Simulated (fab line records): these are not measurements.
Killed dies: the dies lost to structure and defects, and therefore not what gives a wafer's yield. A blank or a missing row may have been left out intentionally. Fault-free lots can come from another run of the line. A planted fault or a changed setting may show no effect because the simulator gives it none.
A lot that was struck, set against a sound lot ; flow n5Finfet ; 15 steps out of a route of 1938
Sound: wafers L406.1, L406.3, L406.5. Struck: wafer L413.2 (left out: L413.4, a lot-mate that was not struck); the cause follows at the end.
Per side, at each step with rows, come the tool, then ch with its chambers, and then its first start. Under that, the readings that differ: sound wafers ; struck wafers ; difference of the means ; sigmas: that difference in standard deviations of wafers without a fault.
alike: same words and numbers on both sides, and readings whose means sit less than 2 such deviations apart. not compared: any withheld reading, any reading some wafer has no value for, any bound like >300 that may hide the same value, and any number with overlapping values for which the record gives no deviation.
Wherever a step has rows on one side only, a row that says differs or no value, or a row with sigmas, the two part there. Numbers that have no deviation but don't overlap get no sigmas and don't part them. Lack of a reading on every wafer of one side parts them only where that side has two or more wafers.

first, 1 step without rows for these wafers: N5_BEOL_M2_DEVELOP_27 (develop time 30 s).
N5_BEOL_M2_CD_MEAS_28: target cd 26.2 nm, target cd y 24.1 nm.
  sound on cdSem-01 ch 0, day 8 06:37; struck on cdSem-03 ch 0, day 9 21:20
reading;sound;struck;difference;sigmas
cdNm (nm);26.42 26.69 26.24;25.90;-0.55;-2
N5_BEOL_M2_OVL_MEAS_29:
  sound on overlay-01 ch 0, day 8 06:38; struck on overlay-01 ch 0, day 9 21:22
  alike: V1_OVL
N5_BEOL_M2_INSPECT_30: inspects for defects (brightfield).
  sound: defectInspect-01 at day 8 06:42; struck: defectInspect-01 at day 9 21:25
  alike: rawDefectCount
N5_BEOL_M2_DESCUM_33: chemistry O2, time 7 s.
  sound on rieDiel-04 ch 0,2,3, day 8 07:23; struck on rieDiel-02 ch 1, day 9 21:28
  alike: drypumpMotorCurrentA, oesProductAu, rfVppV, showerheadPlenumPTorr, throttleValvePct
  not compared: rfHoursCounterH
N5_BEOL_M2_ETCH_77: etches underlayer in N2/H2, target depth 6.5 nm, time 5.2 s.
  sound on rieDiel-04 ch 0,2,3, day 8 07:26; struck on rieDiel-02 ch 1, day 9 21:29
  alike: biasW, drypumpMotorCurrentA, etchRfOnTimeS, oesProductAu, rfVppV, showerheadPlenumPTorr, throttleValvePct
  not compared: rfHoursCounterH
N5_BEOL_M2_ETCH_69: etches SiARC in CF4, target depth 15.6 nm, time 26 s.
  sound on rieDiel-04 ch 0,2,3, day 8 07:26; struck on rieDiel-02 ch 1, day 9 21:31
  alike: biasW, drypumpMotorCurrentA, etchRfOnTimeS, mfcArSccm, oesProductAu, rfVppV, showerheadPlenumPTorr, throttleValvePct
  not compared: rfHoursCounterH
N5_BEOL_M2_ALD_98: deposits SiO2, target thk 2.5 nm, pulse time 1 s, co reactant pulse time 1 s.
  sound on aldSin-01 ch 0,2, day 8 07:32; struck on aldSin-03 ch 0, day 9 21:37
  alike: heaterPowerW, precursorPulseHeightRel
then, 1 step without rows for these wafers: N5_BEOL_M2_ETCHBACK_99 (etches SiO2 in CHF3, target depth 5 nm, time 10.4 s).
N5_BEOL_M2_ETCH_70: etches SOC in N2/H2, target depth 80 nm, overetch 24 nm, time 130 s.
  sound on rieDiel-04 ch 0,1,2, day 8 08:26; struck on rieDiel-04 ch 3, day 10 16:18
reading;sound;struck;difference;sigmas
rfVppV (V);523.7 526.9 530.0;520.8;-6.1;-2
  alike: biasW, drypumpMotorCurrentA, oesProductAu, showerheadPlenumPTorr, throttleValvePct
  not compared: rfHoursCounterH
then, 2 steps without rows for these wafers: N5_BEOL_M2_STRIP_71 (strips in N2/H2); N5_BEOL_M2_STRIP_78 (strips in N2/H2).
N5_BEOL_M2_VIA_ETCH_34: etches the open film in C4F6/O2, target depth 69.4 nm, time 65.9 s.
  sound on rieDiel-04 ch 0,1,2, day 8 08:32; struck on rieDiel-04 ch 3, day 10 16:25
reading;sound;struck;difference;sigmas
oesProductAu (a.u.);0.71 0.75 0.93;0.60;-0.20;-2
rfVppV (V);662 672 680;637;-34;-2
model.etch.depthNm (nm);69.94 68.94 70.99;40.43;-29.53;
model.SOC_of_BEOL_M2_COAT_67.thkNm (nm);51.4 51.8 51.4;55.6;+4.1;
  alike: O2_flow_sccm, biasW, drypumpMotorCurrentA, mfcArSccm, showerheadPlenumPTorr, throttleValvePct
  not compared: rfHoursCounterH
then, 1 step without rows for these wafers: N5_BEOL_M2_STRIP_83 (strips in C4F6/O2).
N5_BEOL_M4_RC_MEAS_101:
  sound on prober-01 ch 0, day 9 08:35; struck on prober-01 ch 0, day 11 15:10
reading;sound;struck;difference;sigmas
DIBL_N (mV/V);39.2 37.4 38.4;34.9;-3.4;-2
DIBL_P (mV/V);40.2 37.1 38.5;33.4;-5.2;-3
IOFF_N (nA/um);0.21 0.16 0.18;0.12;-0.06;-2
  alike: IOFF_P, ION_N, ION_P, SS_N, SS_P, VT_N, VT_P

WHERE THEY PART
First at N5_BEOL_M2_CD_MEAS_28; last, within this record, at N5_BEOL_M4_RC_MEAS_101.

WHY: whatever the simulator had introduced
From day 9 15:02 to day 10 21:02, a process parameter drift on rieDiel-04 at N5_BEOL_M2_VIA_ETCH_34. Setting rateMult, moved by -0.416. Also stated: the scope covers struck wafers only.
